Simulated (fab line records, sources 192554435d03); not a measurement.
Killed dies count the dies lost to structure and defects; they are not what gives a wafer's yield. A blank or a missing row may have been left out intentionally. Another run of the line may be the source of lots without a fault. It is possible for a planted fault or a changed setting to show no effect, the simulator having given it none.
A struck lot beside a sound one ; flow n5Finfet ; 17 steps out of a route of 1938
Sound: the wafers L424.3, L424.4, L424.6. Wafers L430.3, L430.4, L430.6 were the ones struck. Last of all comes the cause.
For every step that has rows: the tool of each side, followed by ch and its chambers, followed by its first start. Under that, the readings that differ: sound wafers ; struck wafers ; difference of the means ; sigmas: that difference in standard deviations of wafers without a fault.
alike: same words and numbers on both sides, and readings whose means sit less than 2 such deviations apart. not compared: any withheld reading, any reading some wafer has no value for, any bound like >300 that may hide the same value, and any number with overlapping values for which the record gives no deviation.
A row with sigmas, a row that says differs or no value, or rows on one side alone: a step with any of these is where the two part. Non-overlapping numbers with no deviation appear without sigmas and do not part them. A reading that every wafer of one side lacks parts them only if that side has two wafers or more.

N5_BEOL_M3_ANNEAL_82: time 240 s.
  struck on pvdSputter-03, day 9 06:58; sound on pvdSputter-01, day 7 17:07
  alike: heaterPowerW, susceptor_temp_C_max
then, 1 step without rows for these wafers: N5_BEOL_M3_SPUTTER_86 (material Cu, target thk 4.5 nm, time 8.29 s).
N5_BEOL_M3_ANNEAL_87: time 240 s.
  struck on pvdSputter-03, day 9 07:11; sound on pvdSputter-01, day 7 17:20
  alike: heaterPowerW, susceptor_temp_C_max
then, 3 steps without rows for these wafers: N5_BEOL_M3_SPUTTER_88 (material Cu, target thk 4.5 nm, time 8.29 s); N5_BEOL_M3_ANNEAL_89 (time 240 s); N5_BEOL_M3_SPUTTER_90 (material Cu, target thk 4.5 nm, time 8.29 s).
N5_BEOL_M3_ANNEAL_91: time 240 s.
  struck on pvdSputter-03, day 9 07:38; sound on pvdSputter-01, day 7 17:47
  alike: heaterPowerW, susceptor_temp_C_max
then, 1 step without rows for these wafers: N5_BEOL_M3_SPUTTER_92 (material Cu, target thk 4.5 nm, time 8.29 s).
N5_BEOL_M3_ANNEAL_93: time 240 s.
  struck on pvdSputter-03, day 9 07:51; sound on pvdSputter-01, day 7 18:00
  alike: heaterPowerW, susceptor_temp_C_max
then, 2 steps without rows for these wafers: N5_BEOL_M3_SPUTTER_94 (material Cu, target thk 4.5 nm, time 8.29 s); N5_BEOL_M3_ANNEAL_95 (time 240 s).
N5_BEOL_M3_SPUTTER_96: material Cu, target thk 4.5 nm, time 8.29 s.
  struck on pvdSputter-03, day 9 08:13; sound on pvdSputter-01, day 7 18:22
  alike: throttleValvePct
N5_BEOL_M3_ECD_50: material Cu, target thk 300 nm.
  sound on ecdCu-01 ch 0,1, day 7 18:29; struck on ecdCu-01 ch 0,1, day 9 08:20
then, 1 step without rows for these wafers: N5_BEOL_M3_ANNEAL_51 (time 90 s).
N5_BEOL_M3_CMP_52: polishes, stops on SiOC, t overpolish 6.8 s, target thk 40 nm.
  sound on cmp-03 ch 1,3, day 8 00:29; struck on cmp-03 ch 0,1,2, day 9 08:43
reading;sound;struck;difference;sigmas
timeToEndpointS (s);61 63 63;0 0 1;-62;-19
  alike: motorCurrentA
N5_BEOL_M4_RC_MEAS_101:
  the record has rows for the sound wafers here (prober-02 ch 0, day 8 11:49) and none for the struck ones
-- the record jumps here: 4 days lie between the struck wafers' starts before and after (it left off in module BEOL_M4 and takes up again in module PASSIVATION, whose first step shown is number 1936 of the route) --
N5_PASSIVATION_PROBE_49:
  struck on prober-01, day 13 17:05; sound on prober-01, day 12 13:40
reading;sound;struck;difference;sigmas
defectLimitedYield (%);90.8 92.5 88.4;0 0 0;-91;-53
killed_at_M0_to_M3;37 29 48;1102 1108 1120;+1072;+99 or more
killedDies;109 88 137;1180 1180 1180;+1069;+53
killedOnRim;12 8 15;152 152 152;+140;+35
sort_bin_5_function (%);6.2 3.5 7.5;95.8 96.4 96.6;+90.5;+82
sortNPass;1071 1092 1043;0 0 0;-1069;-51
sortYieldPct (%);90.8 92.5 88.4;0 0 0;-91;-53
  alike: killed_at_M4_up, killedAtContacts, killedAtFrontEnd, killedAtOther, killedOpen, killedShort, sort_bin_6_memory, sort_bin_8_speed

== WHERE THEY PART ==
Last at N5_PASSIVATION_PROBE_49 as far as this record goes, first at N5_BEOL_M3_CMP_52.

WHY: the cause the simulator had injected
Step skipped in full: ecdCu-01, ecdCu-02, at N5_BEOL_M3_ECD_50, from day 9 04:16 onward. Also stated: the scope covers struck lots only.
